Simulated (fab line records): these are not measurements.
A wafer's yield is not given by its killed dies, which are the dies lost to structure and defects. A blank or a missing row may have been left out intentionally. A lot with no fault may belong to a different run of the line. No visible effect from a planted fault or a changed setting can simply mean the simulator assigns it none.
Split-lot study | flow n5_finfet | route with 1938 steps; 7 lots, 21 wafers read

ABOUT THE SPLIT
At N5_GATE_CUT_EXPOSE_10 (exposes mask GATE CUT, target cd 20 nm), the setting dose_mj was moved away from the recipe's 43.25 on 4 of the 21 wafers read, by -7.0% to -3.1%. The other wafers ran this setting at the recipe's value.

FROM THE SPLIT TO THE READING: what the file shows between them, 2 steps
- N5_GATE_CUT_PEB_11: peb time 60 s
- N5_GATE_CUT_DEVELOP_12: develop time 30 s

THE READING
cd_nm (nm) at N5_GATE_CUT_CD_MEAS_13, where the cd target is 20 nm. Fault-free wafers of this fab line usually give 19.97 nm, standard deviation 0.25 nm.

wafer  | tool, chamber at the split | dose_mj as run | against the recipe | cd_nm, nm | against lot-mates on the recipe
L076.1 | euv_scanner-02, 0          | 43.25          | recipe             | 19.88     | -
L076.2 | euv_scanner-02, 0          | 40.21          | -7.0%              | 18.26     | -1.70
L076.3 | euv_scanner-02, 0          | 43.25          | recipe             | 20.05     | -
L080.1 | euv_scanner-01, 0          | 43.25          | recipe             | 20.16     | -
L080.4 | euv_scanner-01, 0          | 43.25          | recipe             | 20.23     | -
L080.5 | euv_scanner-01, 0          | 43.25          | recipe             | 20.02     | -
L083.2 | euv_scanner-01, 0          | 43.25          | recipe             | 20.16     | -
L083.3 | euv_scanner-01, 0          | 43.25          | recipe             | 19.73     | -
L083.4 | euv_scanner-01, 0          | 43.25          | recipe             | 19.97     | -
L084.3 | euv_scanner-02, 0          | 41.43          | -4.2%              | 18.61     | -1.21
L084.4 | euv_scanner-02, 0          | 43.25          | recipe             | 20.03     | -
L084.6 | euv_scanner-02, 0          | 43.25          | recipe             | 19.60     | -
L085.3 | euv_scanner-02, 0          | 43.25          | recipe             | 19.98     | -
L085.4 | euv_scanner-02, 0          | 43.25          | recipe             | 19.78     | -
L085.6 | euv_scanner-02, 0          | 40.37          | -6.7%              | 18.15     | -1.73
L090.1 | euv_scanner-01, 0          | 43.25          | recipe             | 20.19     | -
L090.3 | euv_scanner-01, 0          | 43.25          | recipe             | 19.71     | -
L090.4 | euv_scanner-01, 0          | 41.91          | -3.1%              | 19.34     | -0.61
L093.1 | euv_scanner-02, 0          | 43.25          | recipe             | 20.34     | -
L093.3 | euv_scanner-02, 0          | 43.25          | recipe             | 19.88     | -
L093.5 | euv_scanner-02, 0          | 43.25          | recipe             | 20.45     | -

FIT RESULTS
A straight line over all 21 wafers: cd_nm changes by +0.269 nm for each +1% of dose_mj; r = +0.94; the points scatter about the line by 0.23 nm.
The same after taking each lot's own level away (the mean of its wafers on the recipe; 21 wafers): +0.252 nm for each +1%; r = +0.96; scatter 0.18 nm.
According to that fit, moving dose_mj by its largest amount changes the reading by 1.8 nm.
From 19.815 to 20.223 nm: that is the span of the lots' own levels, equal to 1.6 times the standard deviation above.
The two slopes agree, so the slope changes little with the lot-to-lot level.
Check: for one of the wafers moved furthest among these (-7.0%), held out of the fit, the line's prediction against its lot-mates is -1.81 nm. It came out at -1.7 nm against them.

THE OTHER SPLITS THESE WAFERS WENT THROUGH
These wafers also went through other splits before the reading. Each is held against what the fit with the lots' levels taken away leaves over:
other split on the same wafers        | wafers away from the commonest value | r with cd_nm (lot level and that fit taken away)
N5_SD_EPI_N_EPI_21 temp_c             | 5                                    | -0.42
N5_HKMG_FIN_PEB_10 peb_time_s         | 8                                    | +0.02
N5_HKMG_FIN_DEVELOP_11 develop_time_s | 7                                    | -0.07
N5_GATE_CUT_HM_DEP_46 time_s          | 7                                    | +0.07

THE WHOLE CHAIN: every reading that the file lists as answering this split, in the file's order
step                   | what it does                                                     | reading                                                         | change (the file's fit)               | r (the file's)
N5_GATE_CUT_CD_MEAS_13 | target cd 20 nm                                                  | cd_nm                                                           | +0.252 nm for each +1% of the setting | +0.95
N5_GATE_CUT_DESCUM_18  | chemistry O2, time 7 s                                           | GATE_CUT.cd_nm (the simulator's own value, which no gauge read) | +0.228 nm for each +1% of the setting | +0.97
N5_GATE_CUT_ETCH_28    | etches underlayer in N2/H2, target depth 13 nm, time 10.4 s      | GATE_CUT.cd_nm (the simulator's own value, which no gauge read) | +0.243 nm for each +1% of the setting | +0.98
N5_GATE_CUT_HM_OPEN_40 | chemistry C4F6/O2, target SiO2, target depth 139 nm, time 85.1 s | GATE_CUT.cd_nm (the simulator's own value, which no gauge read) | +0.265 nm for each +1% of the setting | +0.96
N5_GATE_CUT_ETCH_19    | etches SiNx in CH3F/O2, target depth 53.7 nm, time 76.7 s        | GATE_CUT.cd_nm (the simulator's own value, which no gauge read) | +0.262 nm for each +1% of the setting | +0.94

FILE'S OWN FIT
cd_nm changes by +0.252 nm for each +1% of dose_mj, r = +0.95.
